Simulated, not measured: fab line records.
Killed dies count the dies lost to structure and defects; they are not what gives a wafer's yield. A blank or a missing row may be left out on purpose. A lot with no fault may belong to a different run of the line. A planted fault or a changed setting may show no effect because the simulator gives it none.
Chamber matching :: flow n5Finfet :: N5_GATE_CUT_STRIP_42 on rieDiel-03: 4 sister chambers
The step strips in O2. 8 wafers are shown with their chamber, then 8 later ones without.

## WAFERS WITH THEIR CHAMBER
wafer: L081.4
chamber: 2
oesProductAu (a.u.): 0.70
showerheadPlenumPTorr (Torr): 2.07

wafer: L084.2
chamber: 2
oesProductAu (a.u.): 0.70
showerheadPlenumPTorr (Torr): 2.06

wafer: L088.1
chamber: 3
oesProductAu (a.u.): 0.84
showerheadPlenumPTorr (Torr): 2.11

wafer: L088.2
chamber: 0
oesProductAu (a.u.): 0.71
showerheadPlenumPTorr (Torr): 2.17

wafer: L089.1
chamber: 0
oesProductAu (a.u.): 0.71
showerheadPlenumPTorr (Torr): 2.17

wafer: L089.2
chamber: 3
oesProductAu (a.u.): 0.84
showerheadPlenumPTorr (Torr): 2.11

wafer: L089.3
chamber: 1
oesProductAu (a.u.): 0.70
showerheadPlenumPTorr (Torr): 2.16

wafer: L089.4
chamber: 1
oesProductAu (a.u.): 0.71
showerheadPlenumPTorr (Torr): 2.16

## WAFERS WITHOUT THEIR CHAMBER
wafer: L089.5
oesProductAu (a.u.): 0.71
showerheadPlenumPTorr (Torr): 2.17

wafer: L089.6
oesProductAu (a.u.): 0.84
showerheadPlenumPTorr (Torr): 2.11

wafer: L097.1
oesProductAu (a.u.): 0.69
showerheadPlenumPTorr (Torr): 2.15

wafer: L097.2
oesProductAu (a.u.): 0.93
showerheadPlenumPTorr (Torr): 2.06

wafer: L097.3
oesProductAu (a.u.): 0.70
showerheadPlenumPTorr (Torr): 2.16

wafer: L097.4
oesProductAu (a.u.): 0.69
showerheadPlenumPTorr (Torr): 2.15

wafer: L097.5
oesProductAu (a.u.): 0.94
showerheadPlenumPTorr (Torr): 2.06

wafer: L097.6
oesProductAu (a.u.): 0.69
showerheadPlenumPTorr (Torr): 2.16

## EACH ONE'S CHAMBER
wafer: L089.5
from the rows above: 0
in truth: 0

wafer: L089.6
from the rows above: 3
in truth: 3

wafer: L097.1
from the rows above: 1
in truth: 1

wafer: L097.2
from the rows above: 3
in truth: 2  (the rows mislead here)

wafer: L097.3
from the rows above: 1
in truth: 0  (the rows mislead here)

wafer: L097.4
from the rows above: 1
in truth: 1

wafer: L097.5
from the rows above: 3
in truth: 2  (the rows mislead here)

wafer: L097.6
from the rows above: 1
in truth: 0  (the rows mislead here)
Correctly placed: 4 of 8. Number that these rows cannot place: 0. Number placed wrongly: 4.
How it was worked out, from the rows above alone: a wafer's distance from a chamber is the root of the sum, over the readings, of the square of ((its reading less the chamber's mean) divided by the reading's scatter). If the next closest chamber is less than 2 further off than the closest, the wafer can't be placed; otherwise it belongs to the closest. Each chamber's mean is taken over the wafers shown for it. How the scatter is found: for the shown wafers, subtract from each reading the mean of its chamber, square and add these, divide the total by (wafers less chambers), then take the root.
